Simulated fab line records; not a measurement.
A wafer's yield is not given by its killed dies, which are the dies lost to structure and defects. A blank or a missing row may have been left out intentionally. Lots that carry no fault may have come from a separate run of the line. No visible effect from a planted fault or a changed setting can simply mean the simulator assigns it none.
Comparing a struck lot with a sound one -- flow n5-finfet -- 38 steps out of a route of 1938
Sound: the wafers L358.1, L358.4, L358.6. Wafers L366.2, L366.4 were the ones struck. The cause is named last.
Each step with rows lists, per side, the tool, then ch with its chambers, then its first start. Under that, the readings that differ: sound wafers -- struck wafers -- difference of the means -- sigmas: that difference in standard deviations of wafers without a fault.
alike: a reading whose means differ by less than 2 such deviations, as well as words and numbers matching on both sides. not compared: withheld readings; readings where some wafer has no value; bounds like >300 that might hide an equal value; numbers whose values overlap and for which the record gives no deviation.
Wherever a step has rows on one side only, a row that says differs or no value, or a row with sigmas, the two part there. Numbers that don't overlap but have no deviation are shown without sigmas and don't part them. Lack of a reading on every wafer of one side parts them only where that side has two or more wafers.

first, 11 steps without rows for these wafers: N5_FIN_SAQP_STRIP_74 (strips in CHF3/O2); N5_FIN_SAQP_MANDREL_ETCH_22 (etches a-Si in HBr/Cl2, stops on SiNx, target depth 60 nm, bt time 10 s, time 30 s); N5_FIN_SAQP_STRIP_55 (strips in N2/H2); N5_FIN_SAQP_STRIP_23 (strips in SPM, time 750 s); N5_FIN_SAQP_SRD_66 (time 30 s); N5_FIN_SAQP_RECESS_75 (chemistry HF/NH3, target SiO2, target depth 14.4 nm, afs cycles 3, sublimation time 60 s); N5_FIN_SAQP_SPACER1_ALD_24 (deposits SiO2, target thk 20.3 nm, pulse time 1 s, purge time 2 s); N5_FIN_SAQP_SPACER1_ETCHBACK_25 (etches SiO2 in CHF3/O2, target depth 24.4 nm, time 12.2 s); N5_FIN_SAQP_MANDREL1_REMOVE_56 (chemistry HBr/Cl2/O2, target a-Si, stops on SiNx, bt time 10 s); N5_FIN_SAQP_ETCH_57 (etches SiNx in CH3F/O2, target depth 32.5 nm, time 46.4 s); N5_FIN_SAQP_ETCH_65 (etches SiO2 in CF4, target depth 4 nm, time 4.4 s).
N5_FIN_SAQP_MANDREL_ETCH_58: etches a-Si in HBr/Cl2, stops on SiNx, target depth 45 nm, bt time 10 s, time 27 s.
  sound on rie-si-06 ch 0,1,2, day 2 18:34; struck on rie-si-06 ch 1,2, day 4 21:08
reading,sound,struck,difference,sigmas
model.SiNx_of_FIN_SAQP_HM_DEP_03.thk-nm (nm),38.2 38.2 38.4,33.6 33.8,-4.6,
  alike: HBr_flow_sccm, drypump-motor-current-A, oes-product-au, throttle-valve-pct
  not compared: rf-hours-counter-h
then, 9 steps without rows for these wafers: N5_FIN_SAQP_RECESS_63 (chemistry HF/NH3, target SiO2, target depth 18 nm, afs cycles 3, sublimation time 60 s); N5_FIN_SAQP_COAT_68 (time 60 s, resist thk 100 nm); N5_FIN_SAQP_ETCH_69 (etches SOC in N2/H2, stops on SiNx, target depth 150 nm); N5_FIN_SAQP_ETCH_67 (etches SiNx in CH3F/O2, target depth 30 nm); N5_FIN_SAQP_STRIP_70 (strips in N2/H2); N5_FIN_SAQP_RECESS_71 (chemistry HF/NH3, target SiO2, target depth 3 nm, afs cycles 1, sublimation time 60 s); N5_FIN_SAQP_SPACER2_ALD_28 (deposits SiO2, target thk 8.1 nm, pulse time 1 s, purge time 2 s); N5_FIN_SAQP_SPACER2_ETCHBACK_29 (etches SiO2 in CHF3/O2, target depth 12.2 nm, time 6.1 s); N5_FIN_SAQP_MANDREL2_REMOVE_60 (chemistry HBr/Cl2/O2, target a-Si, stops on SiNx, bt time 10 s).
N5_FIN_SAQP_HM_OPEN_33: chemistry CH3F/O2, target SiNx, target depth 49.4 nm, time 70.6 s.
  sound on rie-diel-03 ch 0,1,2, day 2 20:05; struck on rie-diel-04 ch 0,3, day 5 00:11
reading,sound,struck,difference,sigmas
etch-rf-on-time-s (s),70.5 67.9 70.5,61.1 63.8,-7.2,-5
model.etch.depth-nm (nm),37.47 37.66 37.71,32.97 33.17,-4.54,
  alike: drypump-motor-current-A, oes-product-au, rf-vpp-V, showerhead-plenum-p-Torr, throttle-valve-pct
  not compared: rf-hours-counter-h
then, 14 steps without rows for these wafers: N5_FIN_SAQP_ETCH_34 (etches SiO2 in C4F6/O2, target depth 45 nm, time 15 s); N5_FIN_SAQP_STRIP_77 (strips in N2/H2, time 90 s); N5_FIN_SAQP_ETCH_64 (etches SiO2 in CF4, target depth 1.5 nm); N5_FIN_SAQP_FIN_ETCH_36 (etches the open film in HBr/Cl2/O2, target depth 120 nm, time 50.4 s); N5_FIN_SAQP_PRECLEAN_38 (cleans in O3/DIW, time 45 s); N5_FIN_SAQP_PRECLEAN_45 (cleans in dHF, time 10 s); N5_FIN_SAQP_SRD_39 (time 30 s); N5_FIN_CUT_COAT_18 (time 60 s, resist thk 230 nm); N5_FIN_CUT_COAT_19 (time 60 s, resist thk 20 nm); N5_FIN_CUT_COAT_29 (time 60 s, resist thk 10 nm); N5_FIN_CUT_COAT_02 (resist thk 30 nm); N5_FIN_CUT_EBR_04; N5_FIN_CUT_SOFTBAKE_03 (time 60 s); N5_FIN_CUT_EXPOSE_05 (exposes mask FIN CUT).
N5_STI_FIN_REVEAL_RECESS_09: chemistry HF/NH3, target SiO2, afs cycles 11, target depth 42.5 nm, sublimation time 60 s.
  sound on vapor-etch-02 ch 0,1, day 3 04:53; struck on vapor-etch-02 ch 0,1, day 5 08:19
reading,sound,struck,difference,sigmas
model.SiNx_of_FIN_SAQP_HM_DEP_03.thk-nm (nm),18.2 18.2 18.4,13.8 14,-4.4,
  alike: drypump-motor-current-A, foreline-p-Torr
-- the record jumps here: 10 days lie between the struck wafers' starts before and after (it left off in module STI_FIN_REVEAL and takes up again in module PASSIVATION, whose first step shown is number 1936 of the route) --
N5_PASSIVATION_PROBE_49:
  sound: prober-01 at day 12 20:50; struck: prober-01 at day 15 07:32
  alike: killed_at_M0_to_M3, killed_at_M4_up, killed-at-contacts, killed-at-front-end, killed-at-other, killed-dies, killed-open, killed-short

== WHERE THEY PART ==
Only at N5_FIN_SAQP_HM_OPEN_33, within this record. Later steps at which nothing parts them and some readings are alike: N5_STI_FIN_REVEAL_RECESS_09, N5_PASSIVATION_PROBE_49.

WHY: what had been put in by the simulator
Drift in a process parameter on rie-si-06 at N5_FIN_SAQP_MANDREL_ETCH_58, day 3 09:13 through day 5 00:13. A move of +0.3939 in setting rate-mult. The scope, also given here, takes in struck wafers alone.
